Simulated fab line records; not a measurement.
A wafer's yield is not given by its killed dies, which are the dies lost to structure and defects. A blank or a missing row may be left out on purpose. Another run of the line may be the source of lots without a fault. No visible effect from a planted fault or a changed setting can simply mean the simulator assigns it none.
The same fault as seen by 2 desks | flow n5Finfet | each desk has only its own numbers; what lay behind them comes last

== TOOL OWNER'S DESK, rieMetal-03 ==
The tool's own readings at N5_GATE_CUT_ETCH_56 (etches TiN in Cl2/Ar, target depth 21.6 nm): means of the sampled wafers that have a number, for each lot that ran on this tool. Marked OUT: a lot whose mean sits more than 4 standard deviations from the usual mean, which makes it out of limits; the brackets give that distance.
Columns: A = drypumpMotorCurrentA at N5_GATE_CUT_ETCH_56, usual 5.4 A; B = mfcCl2Sccm at N5_GATE_CUT_ETCH_56, usual 40.01 sccm; C = oesProductAu at N5_GATE_CUT_ETCH_56, usual 0.72 a.u.; D = throttleValvePct at N5_GATE_CUT_ETCH_56, usual 20.97 %
lot  | first seen here | A   | B                       | C    | D
L961 | day 5 02:15     | 5.1 | 39.93                   | 0.72 | 20.68
L968 | day 6 19:57     | 5.2 | 40.09                   | 0.71 | 21.09
L972 | day 8 00:23     | 5.1 | 53.41 (+99 or more) OUT | 0.73 | 22.48 (+5.8) OUT
L977 | day 9 01:41     | 5.2 | 53.53 (+99 or more) OUT | 0.71 | 22.71 (+6.7) OUT
This desk's verdict: out of limits on L972, L977, starting with L972 at day 8 00:23 (mfcCl2Sccm at N5_GATE_CUT_ETCH_56). L961, L968 stayed within limits.

== AT THE METROLOGY DESK ==
Means of the sampled wafers that have a number, per lot and without regard to the tool the lot ran on: this is what the gauges read. Marked OUT: a lot whose mean sits more than 4 standard deviations from the usual mean, which makes it out of limits; the brackets give that distance. Readings shown: 7 of its 10, picked as those furthest out on some lot.
Columns: A = DIBL_N at N5_BEOL_M4_RC_MEAS_101, usual 36.6 mV/V; B = DIBL_P at N5_BEOL_M4_RC_MEAS_101, usual 36.7 mV/V; C = IOFF_P at N5_BEOL_M4_RC_MEAS_101, usual 0.22 nA/um; D = ION_N at N5_BEOL_M4_RC_MEAS_101, usual 672 uA/um; E = ION_P at N5_BEOL_M4_RC_MEAS_101, usual 462 uA/um; F = VT_N at N5_BEOL_M4_RC_MEAS_101, usual 250 mV; G = VT_P at N5_BEOL_M4_RC_MEAS_101, usual -250 mV
lot  | first seen here | A    | B    | C    | D   | E   | F   | G
L961 | day 9 21:14     | 35.8 | 36.6 | 0.20 | 676 | 465 | 252 | -251
L964 | day 10 10:27    | 36.7 | 37.0 | 0.23 | 675 | 464 | 251 | -249
L965 | day 10 21:10    | 37.0 | 37.4 | 0.20 | 674 | 458 | 251 | -254
L967 | day 11 09:17    | 36.7 | 37.4 | 0.22 | 673 | 463 | 250 | -250
L969 | day 11 14:56    | 34.2 | 35.9 | 0.20 | 663 | 462 | 251 | -251
L968 | day 11 17:17    | 33.9 | 32.9 | 0.16 | 649 | 447 | 256 | -252
L972 | day 12 15:44    | 36.2 | 37.3 | 0.21 | 672 | 458 | 251 | -250
L977 | day 13 09:16    | 37.5 | 38.1 | 0.25 | 677 | 462 | 249 | -248
L979 | day 14 14:19    | 36.3 | 35.2 | 0.22 | 676 | 466 | 250 | -249
Result from this desk: across the 9 lots, nothing is out of limits.

== BROUGHT TOGETHER ==
On L972, L977, at day 8 00:23, an alarm was possible from the tool owner's desk.
Nothing out of limits was seen by the metrology desk.
The metrology desk holds a record of L972, L977, inside its limits.
The lots listed all ran N5_GATE_CUT_ETCH_56 on rieMetal-03.

== WHAT WAS PUT IN BY THE SIMULATOR ==
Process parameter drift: rieMetal-03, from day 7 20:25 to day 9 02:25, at N5_GATE_CUT_ETCH_56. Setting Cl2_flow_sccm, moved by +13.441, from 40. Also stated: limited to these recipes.
Shown lots that were struck: L972, L977.
How many hours passed from the start of the fault until each desk's first out-of-limits reading: the tool owner's desk, 4.
